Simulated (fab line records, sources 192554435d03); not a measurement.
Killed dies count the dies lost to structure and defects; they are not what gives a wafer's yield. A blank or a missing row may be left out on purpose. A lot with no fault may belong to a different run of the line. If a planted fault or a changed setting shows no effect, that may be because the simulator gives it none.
Matching of chambers	flow n5 finfet	N5_BEOL_M11_VIA_ETCH_34 on rie diel-05: 4 sister chambers
The step etches SiCOH lowk in C4F6/O2, target depth 184.5 nm, time 69.2 s. 4 wafers are shown with their chamber, then 7 later ones without.

== WAFERS WITH THEIR CHAMBER ==
wafer	chamber	showerhead plenum p Torr (Torr)
L085.6	0	2.88
L088.5	2	2.91
L093.2	1	3.03
L093.4	3	2.77

== WAFERS WITHOUT THEIR CHAMBER ==
wafer	showerhead plenum p Torr (Torr)
L093.6	2.77
L095.1	3.02
L095.5	3.02
L095.6	2.87
L096.1	3.02
L096.2	2.90
L096.6	3.02

== CHAMBER TAKEN BY EACH ==
wafer	from the rows above	in truth
L093.6	3	3
L095.1	1	1
L095.5	1	1
L095.6	0	0
L096.1	1	1
L096.2	can't be placed: 2 or 0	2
L096.6	1	1
Correct placement for 6 of the 7. Can't be placed from these rows: 1 (the true chamber is among the candidates in 1). 0 placed wrongly.
How it was worked out, from the rows above alone: a wafer's distance from a chamber is the root of the sum, over the readings, of the square of ((its reading less the chamber's mean) divided by the reading's scatter). If the next closest chamber is less than 2 further off than the closest, the wafer can't be placed; otherwise it belongs to the closest. The mean given for a chamber averages the wafers shown for that chamber. The scatter (one wafer shown for each chamber): square how far every hidden wafer sits from the nearest shown wafer, average those squares and take the square root.
